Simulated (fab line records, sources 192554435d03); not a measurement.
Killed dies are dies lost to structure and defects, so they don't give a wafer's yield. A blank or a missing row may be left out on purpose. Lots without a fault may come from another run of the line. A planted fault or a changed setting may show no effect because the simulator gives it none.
Split-lot experiment | flow n5_finfet | 7 lots, 21 wafers read, on a route of 1938 steps

THE SPLIT
At N5_MOL_CONTACT_COAG_ALD_131 (deposits SiO2, target thk 5 nm, pulse time 1 s, co reactant pulse time 1 s), the setting ald_cycles was moved away from the recipe's 35 on 6 of the 21 wafers read, by -17.1% to +8.6%. The other wafers ran this setting at the recipe's value.

The reading is taken at the split's own step.

THE READING
SiO2_of_MOL_CONTACT_COAG_ALD_131.thk_nm (the simulator's own value, which no gauge read), in nm, at N5_MOL_CONTACT_COAG_ALD_131 (deposits SiO2, target thk 5 nm, pulse time 1 s, co reactant pulse time 1 s). The file gives no usual value for it.

wafer  | tool, chamber at the split | ald_cycles as run | against the recipe | SiO2_of_MOL_CONTACT_COAG_ALD_131.thk_nm, nm | against lot-mates on the recipe
L075.2 | ald_sin-03, 1,0,0          | 35                | recipe             | 5                                           | -
L075.3 | ald_sin-03, 1,0,0          | 35                | recipe             | 5                                           | -
L075.6 | ald_sin-03, 1,0,0          | 35                | recipe             | 5                                           | -
L081.2 | ald_sin-02, 2,1            | 35                | recipe             | 5                                           | -
L081.3 | ald_sin-02, 2,1            | 35                | recipe             | 5                                           | -
L081.6 | ald_sin-02, 3              | 29                | -17.1%             | 4.2                                         | -0.8
L082.2 | ald_sin-03, 2,0            | 35                | recipe             | 5                                           | -
L082.6 | ald_sin-03, 2,0            | 35                | recipe             | 5                                           | -
L082.5 | ald_sin-03, 3              | 38                | +8.6%              | 5.4                                         | +0.4
L083.2 | ald_sin-02, 1,2            | 35                | recipe             | 5                                           | -
L083.3 | ald_sin-02, 1,2            | 35                | recipe             | 5                                           | -
L083.4 | ald_sin-02, 3              | 31                | -11.4%             | 4.4                                         | -0.6
L086.2 | ald_sin-01, 0,1,0          | 35                | recipe             | 5                                           | -
L086.3 | ald_sin-01, 0,1,0          | 35                | recipe             | 5                                           | -
L086.6 | ald_sin-01, 0,1,0          | 35                | recipe             | 5                                           | -
L089.1 | ald_sin-02, 0              | 37                | +5.7%              | 5.2                                         | +0.2
L089.5 | ald_sin-02, 2,1            | 35                | recipe             | 5                                           | -
L089.6 | ald_sin-02, 2,1            | 35                | recipe             | 5                                           | -
L093.1 | ald_sin-03, 3              | 35                | recipe             | 5                                           | -
L093.3 | ald_sin-03, 2,3            | 30                | -14.3%             | 4.2                                         | -0.8
L093.4 | ald_sin-03, 2,3            | 30                | -14.3%             | 4.2                                         | -0.8
Where a row lists several chambers, the file gives one row for several wafers and doesn't say which wafer went through which chamber.

THE FIT
A straight line over all 21 wafers: SiO2_of_MOL_CONTACT_COAG_ALD_131.thk_nm changes by +0.0506 nm for each +1% of ald_cycles; r = +0.99; the points scatter about the line by 0.035 nm.
The same after taking each lot's own level away (the mean of its wafers on the recipe; 21 wafers): +0.0506 nm for each +1%; r = +0.99; scatter 0.035 nm.
On that fit, the largest move of ald_cycles shifts the reading by 0.87 nm.
The lots' own levels span 5.00 to 5.00 nm.
So the lot-to-lot level changes the slope little: the two slopes agree.
Check: with one of the wafers moved furthest among these (-17.1%) left out of the fit, the line predicts -0.915 nm for it against its lot-mates. It came out at -0.8 nm against them.

OTHER SPLITS ON THESE WAFERS
These wafers also went through other splits before the reading. Each is held against what the fit with the lots' levels taken away leaves over:
other split on the same wafers        | wafers away from the commonest value | r with SiO2_of_MOL_CONTACT_COAG_ALD_131.thk_nm (lot level and that fit taken away)
N5_SD_EPI_N_PEB_07 peb_temp_c         | 5                                    | +0.14
N5_SD_EPI_N_ETCH_45 target_depth_a    | 4                                    | -0.06
N5_SD_EPI_P_EPI_21 time_s             | 10                                   | +0.10
N5_SD_ACTIVATION_LSA_01 temp_c        | 4                                    | +0.15
N5_GATE_CUT_COAT_07 spin_rpm          | 8                                    | -0.22
N5_GATE_CUT_DESCUM_18 time_s          | 8                                    | +0.09
N5_MOL_CONTACT_COAG_COAT_104 spin_rpm | 6                                    | +0.22

THE FILE'S OWN FIT
SiO2_of_MOL_CONTACT_COAG_ALD_131.thk_nm changes by +0.0498 nm for each +1% of ald_cycles, r = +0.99.
